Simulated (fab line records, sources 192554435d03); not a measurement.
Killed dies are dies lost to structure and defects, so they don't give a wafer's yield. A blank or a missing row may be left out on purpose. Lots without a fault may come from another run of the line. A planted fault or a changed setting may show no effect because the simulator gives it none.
A struck lot beside a sound one | flow n5_finfet | 41 steps out of a route of 1938
Sound: wafers L973.3, L973.5, L973.6. Struck: wafers L958.3, L958.6. (L958.4 of the same lot was not struck and is left out.) The cause comes at the end.
At each step with rows: each side's tool, then ch and its chambers, then its first start. Under that, the readings that differ: sound wafers | struck wafers | difference of the means | sigmas: that difference in standard deviations of wafers without a fault.
alike: readings whose means differ by less than 2 such deviations, and words and numbers that are the same on both sides. not compared: withheld readings, readings that some wafer has no value for, bounds like >300 that may hide the same value, and numbers for which the record gives no deviation and whose values overlap.
The two part at a step that has a row with sigmas, a row that says differs or no value, or rows on one side only. Numbers that don't overlap but have no deviation are shown without sigmas and don't part them. A reading that every wafer of one side lacks parts them only if that side has two wafers or more.

first, 9 steps without rows for these wafers: N5_BEOL_M0_SAQP_EXPOSE_11 (exposes mask M0 CORE, target cd 42 nm); N5_BEOL_M0_SAQP_PEB_12 (peb time 60 s); N5_BEOL_M0_SAQP_DEVELOP_13 (develop time 30 s); N5_BEOL_M0_SAQP_DESCUM_19 (chemistry O2, time 7.9 s); N5_BEOL_M0_SAQP_ETCH_83 (etches SiARC in CF4, target depth 39 nm, time 65 s); N5_BEOL_M0_SAQP_ETCH_84 (etches SOC in N2/H2, target depth 100 nm, overetch 20 nm, time 150 s); N5_BEOL_M0_SAQP_STRIP_80 (strips in N2/H2); N5_BEOL_M0_SAQP_HM_OPEN_112 (chemistry CHF3/O2, target SiO2, stops on a-Si, target depth 12 nm, time 13.5 s); N5_BEOL_M0_SAQP_STRIP_113 (strips in CHF3/O2).
N5_BEOL_M0_SAQP_MANDREL_ETCH_20: etches a-Si in HBr/Cl2, stops on SiNx, target depth 60 nm, bt time 10 s, time 30 s.
  sound on rie_si-05 ch 0,1,3, day 10 22:32; struck on rie_si-05 ch 1, day 7 07:44
  alike: drypump_motor_current_A, oes_product_au, throttle_valve_pct
  not compared: rf_hours_counter_h
then, 27 steps without rows for these wafers: N5_BEOL_M0_SAQP_STRIP_86 (strips in N2/H2); N5_BEOL_M0_SAQP_STRIP_115 (strips in post etch residue remover, time 60 s); N5_BEOL_M0_SAQP_SRD_93 (time 30 s); N5_BEOL_M0_SAQP_RECESS_114 (chemistry HF/NH3, target SiO2, target depth 14.4 nm, afs cycles 3, sublimation time 60 s); N5_BEOL_M0_SAQP_SPACER1_ALD_98 (deposits SiO2, target thk 12.8 nm, pulse time 1 s, purge time 2 s); N5_BEOL_M0_SAQP_SPACER1_ETCHBACK_99 (etches SiO2 in CHF3/O2, target depth 15.4 nm, time 7.7 s); N5_BEOL_M0_SAQP_MANDREL1_REMOVE_100 (chemistry HBr/Cl2/O2, target a-Si, stops on SiNx, bt time 10 s); N5_BEOL_M0_SAQP_ETCH_101 (etches SiNx in CH3F/O2, target depth 29.9 nm, time 42.7 s); N5_BEOL_M0_SAQP_ETCH_102 (etches SiO2 in CF4, target depth 4 nm, time 4.4 s); N5_BEOL_M0_SAQP_MANDREL_ETCH_103 (etches a-Si in HBr/Cl2, stops on SiCN, target depth 45 nm, bt time 10 s, time 27 s); N5_BEOL_M0_SAQP_RECESS_104 (chemistry HF/NH3, target SiO2, target depth 18 nm, afs cycles 3, sublimation time 60 s); N5_BEOL_M0_SAQP_COAT_105 (time 60 s, resist thk 100 nm); N5_BEOL_M0_SAQP_ETCH_106 (etches SOC in N2/H2, stops on SiNx, target depth 150 nm); N5_BEOL_M0_SAQP_ETCH_107 (etches SiNx in CH3F/O2, target depth 30 nm); N5_BEOL_M0_SAQP_STRIP_108 (strips in N2/H2); N5_BEOL_M0_SAQP_RECESS_109 (chemistry HF/NH3, target SiO2, target depth 3 nm, afs cycles 1, sublimation time 60 s); N5_BEOL_M0_SAQP_SPACER2_ALD_26 (deposits SiO2, target thk 15 nm, pulse time 1 s, purge time 2 s); N5_BEOL_M0_SAQP_SPACER2_ETCHBACK_27 (etches SiO2 in CHF3/O2, target depth 22.5 nm, time 11.25 s); N5_BEOL_M0_SAQP_MANDREL2_REMOVE_110 (chemistry HBr/Cl2/O2, target a-Si, stops on SiCN, bt time 10 s); N5_BEOL_M0_SAQP_COAT_69 (time 60 s, resist thk 90 nm); N5_BEOL_M0_SAQP_COAT_72 (time 60 s, resist thk 15 nm); N5_BEOL_M0_SAQP_COAT_87 (time 60 s, resist thk 5 nm); N5_BEOL_M0_SAQP_COAT_34 (resist thk 30 nm); N5_BEOL_M0_SAQP_EBR_36; N5_BEOL_M0_SAQP_SOFTBAKE_35 (time 60 s); N5_BEOL_M0_SAQP_EXPOSE_37 (exposes mask M0 CUT1, target cd 30 nm); N5_BEOL_M0_SAQP_PEB_38 (peb time 60 s).
N5_BEOL_M0_SAQP_INSPECT_42: inspects for defects (brightfield).
  sound on defect_inspect-02, day 11 03:02; struck on defect_inspect-02, day 7 11:20
  reading          | sound       | struck    | difference | sigmas
  raw_defect_count | 390 167 191 | 1119 1161 | +891       | +9
N5_BEOL_M0_CUTY_INSPECT_59: inspects for defects (macro).
  sound on defect_inspect-01, day 11 04:21; struck on defect_inspect-01, day 7 13:28
  reading          | sound | struck    | difference | sigmas
  raw_defect_count | 2 3 1 | >300 >300 | differs    |
N5_BEOL_M4_RC_MEAS_101:
  sound on prober-02 ch 0, day 13 07:31; struck on prober-01 ch 0, day 9 08:28
  alike: DIBL_N, DIBL_P, IOFF_N, IOFF_P, ION_N, ION_P, SS_N, SS_P, VT_N, VT_P
-- the record jumps here: 4 days lie between the struck wafers' starts before and after (it left off in module BEOL_M4 and takes up again in module PASSIVATION, whose first step shown is number 1936 of the route) --
N5_PASSIVATION_PROBE_49:
  the record has rows for the struck wafers here (prober-02, day 13 18:10) and none for the sound ones

WHERE THEY PART
First at N5_BEOL_M0_SAQP_INSPECT_42; last, within this record, at N5_PASSIVATION_PROBE_49.

WHY: what the simulator had put in
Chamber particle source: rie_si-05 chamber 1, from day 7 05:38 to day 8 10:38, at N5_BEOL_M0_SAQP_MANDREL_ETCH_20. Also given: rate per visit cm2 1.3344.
